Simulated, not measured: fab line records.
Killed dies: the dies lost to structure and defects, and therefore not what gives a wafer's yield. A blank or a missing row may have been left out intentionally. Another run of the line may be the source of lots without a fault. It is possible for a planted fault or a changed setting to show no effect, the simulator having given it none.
Struck lot and sound lot, side by side ; flow nand_harc ; 14 steps out of a route of 1159
Sound: wafers L505.2, L505.3, L505.6. Struck: wafer L513.4. (L513.5, L513.6 of the same lot were not struck and are left out.) The cause comes at the end.
Order at every step that has rows: each side's tool, ch and its chambers, its first start. Under that, the readings that differ: sound wafers ; struck wafers ; difference of the means ; sigmas: that difference in standard deviations of wafers without a fault.
alike: readings whose means differ by less than 2 such deviations, and words and numbers that are the same on both sides. not compared: withheld readings, readings that some wafer has no value for, bounds like >300 that may hide the same value, and numbers for which the record gives no deviation and whose values overlap.
A row with sigmas, a row that says differs or no value, or rows on one side alone: a step with any of these is where the two part. When numbers do not overlap yet have no deviation, they are printed without sigmas and do not part them. A reading that every wafer of one side lacks parts them only if that side has two wafers or more.

first, 9 steps without rows for these wafers: NHARC_THIN_TSV_PVD_24 (deposits Al, target thk 800 nm); NHARC_THIN_TSV_DEHYDRATE_25 (time 120 s); NHARC_THIN_TSV_HMDS_26 (time 30 s); NHARC_THIN_TSV_COAT_27; NHARC_THIN_TSV_SOFTBAKE_28 (time 95 s); NHARC_THIN_TSV_EBR_29; NHARC_THIN_TSV_EXPOSE_30 (exposes mask PAD); NHARC_THIN_TSV_PEB_31 (peb time 85 s); NHARC_THIN_TSV_DEVELOP_32 (time 70 s).
NHARC_THIN_TSV_CD_MEAS_33: target cd 5000 nm.
  sound on cd_sem-02 ch 0, day 19 10:25; struck on cd_sem-01 ch 0, day 21 20:17
  alike: cd_nm
then, 1 step without rows for these wafers: NHARC_THIN_TSV_HARDBAKE_34 (time 80 s).
NHARC_THIN_TSV_DESCUM_35: chemistry O2, time 3 s.
  sound on rie_diel-07 ch 0,1,3, day 19 10:34; struck on rie_diel-12 ch 1, day 21 20:27
  alike: drypump_motor_current_A, oes_product_au, rf_vpp_V, showerhead_plenum_p_Torr, throttle_valve_pct
  not compared: rf_hours_counter_h
NHARC_THIN_TSV_ETCH_59: etches the open film in Cl2/BCl3, target depth 880 nm, time 138.1 s.
  sound on rie_metal-01 ch 0,1, day 19 10:44; struck on rie_metal-02 ch 1, day 21 20:41
reading;sound;struck;difference;sigmas
oes_product_au (a.u.);0.994 0.998 1.012;0.919;-0.082;-7
throttle_valve_pct (%);22.277 22.267 22.264;22.250;-0.019;-2
  alike: drypump_motor_current_A
  not compared: rf_hours_counter_h
NHARC_THIN_TSV_ETCH_36: etches the open film in Cl2/BCl3, target depth 65 nm, time 18.571 s.
  sound on rie_metal-01 ch 0, day 19 10:58; struck on rie_metal-02 ch 1, day 21 20:51
  alike: drypump_motor_current_A, oes_product_au
  not compared: rf_hours_counter_h

== WHERE THEY PART ==
NHARC_THIN_TSV_ETCH_59 only, going by this record. Later steps at which nothing parts them and some readings are alike: NHARC_THIN_TSV_ETCH_36.

WHY: what had been put in by the simulator
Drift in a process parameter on rie_metal-02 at NHARC_THIN_TSV_ETCH_59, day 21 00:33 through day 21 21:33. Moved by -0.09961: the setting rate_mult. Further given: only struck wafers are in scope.
